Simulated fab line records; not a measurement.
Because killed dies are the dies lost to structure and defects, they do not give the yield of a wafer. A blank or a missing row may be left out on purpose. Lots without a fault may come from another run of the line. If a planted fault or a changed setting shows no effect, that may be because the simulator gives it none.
Which tool was responsible?    flow n5 finfet    12 lots with 35 wafers sampled at 2 steps, on a route of 1938 steps

## WHAT THE GAUGES SHOWED, per wafer
N5_SD_EPI_N_EPI_MEAS_23. Usual: thk nm reads 59.1 nm (standard deviation 1.1).
lot   measured     on             thk nm (nm)     flag
L452  day 3 03:56  film metro-02  61.0 56.6 57.3  
L454  day 3 17:18  film metro-01  58.7 56.7 59.4  
L457  day 4 12:02  film metro-01  61.0 58.0 58.4  
L458  day 4 17:14  film metro-01  57.7 59.3 58.8  
L463  day 6 00:26  film metro-01  58.8 59.4 58.9  
L466  day 6 18:11  film metro-02  60.7 57.4 59.6  
L469  day 7 11:38  film metro-01  58.1 57.6       
L470  day 7 17:55  film metro-02  58.0 58.7 60.1  
L472  day 8 03:18  film metro-02  58.8 60.5 58.6  
L473  day 8 11:25  film metro-02  61.9 57.3 60.7  
L474  day 8 18:10  film metro-02  59.9 59.4 59.0  
L475  day 8 23:03  film metro-01  59.1 59.9 59.8  

## WHAT TOOL EACH LOT RAN ON (gives the tool, then ch and the chambers of the sampled wafers, and finally the start)
lot   N5_SD_EPI_N_SD_RECESS_17
L452  rie si-04 ch 0,1,2, day 3 00:29
L454  rie si-02 ch 0,1, day 3 14:34
L457  rie si-02 ch 0,1,3, day 4 09:20
L458  rie si-04 ch 0,1,2, day 4 14:17
L463  rie si-02 ch 0,2, day 5 20:59
L466  rie si-03 ch 0,3, day 6 15:29
L469  rie si-04 ch 1,2, day 7 08:11
L470  rie si-02 ch 0,1, day 7 14:28
L472  rie si-02 ch 1,3, day 8 00:34
L473  rie si-03 ch 0,1,2, day 8 08:41
L474  rie si-02 ch 2,3, day 8 15:27
L475  rie si-04 ch 0,1, day 8 20:20
- N5_SD_EPI_N_SD_RECESS_17: chemistry HBr/Cl2/O2, target depth 41 nm, time 23.7 s, bt time 3 s.

## AS READ BY THE TOOLS THEMSELVES (means over the sampled wafers that have a number; for cases with no such wafer, the mark the record gives instead)
N5_SD_EPI_N_SD_RECESS_17. Usual: drypump motor current A 5.9 A, standard deviation 0.59; oes product au 0.996 a.u., standard deviation 0.013; throttle valve pct 37.1 %, standard deviation 0.42.
lot   tool       drypump motor current A (A)  oes product au (a.u.)  throttle valve pct (%)  flag
L452  rie si-04  5.8                          1.000                  36.9                    
L454  rie si-02  5.4                          0.993                  36.7                    
L457  rie si-02  5.6                          0.984                  36.9                    
L458  rie si-04  5.9                          1.000                  36.9                    
L463  rie si-02  6.0                          0.993                  37.3                    
L466  rie si-03  6.3                          0.990                  37.7                    
L469  rie si-04  5.5                          0.998                  37.2                    
L470  rie si-02  5.2                          0.980                  36.9                    
L472  rie si-02  6.0                          0.988                  37.0                    
L473  rie si-03  6.2                          0.997                  37.6                    
L474  rie si-02  6.4                          0.996                  37.3                    
L475  rie si-04  5.6                          1.003                  36.8                    

## THE ANSWER, worked out from the rows above alone
Rule: a lot is off if the mean of its wafers that have a number lies more than 3 standard deviations from the usual mean. A lot without any number at a reading at which 4 lots or more have one is off too. The other lots that the step has rows for count as sound. First the gauges in route order, then the tools' own readings, where a lot's mean is used as printed above. The first step at which some lot is off is used, and at that step the reading that is off furthest; a lot without a number counts as furthest.
Nothing can be told from this: no lot is off at any reading shown.

## WHAT THE SIMULATOR HAD PUT IN
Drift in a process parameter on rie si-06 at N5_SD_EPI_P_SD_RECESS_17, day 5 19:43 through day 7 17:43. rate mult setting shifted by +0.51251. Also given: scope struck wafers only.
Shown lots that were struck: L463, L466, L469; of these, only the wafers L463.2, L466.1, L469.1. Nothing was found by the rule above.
